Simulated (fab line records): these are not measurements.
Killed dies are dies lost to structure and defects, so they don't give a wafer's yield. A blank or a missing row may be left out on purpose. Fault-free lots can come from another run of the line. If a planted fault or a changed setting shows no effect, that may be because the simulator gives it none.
Matching of chambers / flow nandHarc / rieDiel-01 running NHARC_A_SLIT_ETCH_29: 4 sister chambers
The step etches the open film in CF4/O2, target depth 100 nm, overetch 10 nm, time 55 s. 8 wafers are shown with their chamber, then 7 later ones without.

== WAFERS PAIRED WITH THEIR CHAMBERS ==
wafer=L354.5; chamber=1; oesProductAu (a.u.)=1.000; rfVppV (V)=199.8
wafer=L352.2; chamber=3; oesProductAu (a.u.)=1.024; rfVppV (V)=196.7
wafer=L352.4; chamber=1; oesProductAu (a.u.)=0.998; rfVppV (V)=198.4
wafer=L355.2; chamber=2; oesProductAu (a.u.)=1.013; rfVppV (V)=196.5
wafer=L355.4; chamber=0; oesProductAu (a.u.)=1.019; rfVppV (V)=197.8
wafer=L355.5; chamber=3; oesProductAu (a.u.)=1.018; rfVppV (V)=197.0
wafer=L356.1; chamber=0; oesProductAu (a.u.)=1.001; rfVppV (V)=195.7
wafer=L356.2; chamber=2; oesProductAu (a.u.)=1.018; rfVppV (V)=196.8

== WAFERS WITH NO CHAMBER GIVEN ==
wafer=L356.3; oesProductAu (a.u.)=1.022; rfVppV (V)=197.0
wafer=L366.1; oesProductAu (a.u.)=1.002; rfVppV (V)=197.0
wafer=L366.3; oesProductAu (a.u.)=1.008; rfVppV (V)=199.4
wafer=L366.4; oesProductAu (a.u.)=1.013; rfVppV (V)=195.6
wafer=L370.1; oesProductAu (a.u.)=1.017; rfVppV (V)=198.1
wafer=L370.2; oesProductAu (a.u.)=1.001; rfVppV (V)=195.5
wafer=L370.4; oesProductAu (a.u.)=1.003; rfVppV (V)=197.0

== THE CHAMBER EACH PASSED THROUGH ==
wafer=L356.3; from the rows above=can't be placed: 3 or 2 or 0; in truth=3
wafer=L366.1; from the rows above=can't be placed: 0 or 2 or 1 or 3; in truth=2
wafer=L366.3; from the rows above=can't be placed: 1 or 0 or 2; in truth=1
wafer=L366.4; from the rows above=can't be placed: 2 or 0 or 3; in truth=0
wafer=L370.1; from the rows above=can't be placed: 3 or 2 or 0 or 1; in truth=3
wafer=L370.2; from the rows above=can't be placed: 0 or 2 or 3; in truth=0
wafer=L370.4; from the rows above=can't be placed: 0 or 2 or 1 or 3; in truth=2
Correct placement for 0 of the 7. Not placeable from these rows: 7 (in 7, the candidates include the true chamber). Placed wrongly: 0.
How it was worked out, from the rows above alone: a wafer's distance from a chamber is the root of the sum, over the readings, of the square of ((its reading less the chamber's mean) divided by the reading's scatter). If the next closest chamber is less than 2 further off than the closest, the wafer can't be placed; otherwise it belongs to the closest. The mean given for a chamber averages the wafers shown for that chamber. The scatter: the root of (the sum of the squares of (reading less its chamber's mean) over the shown wafers, divided by (wafers less chambers)).
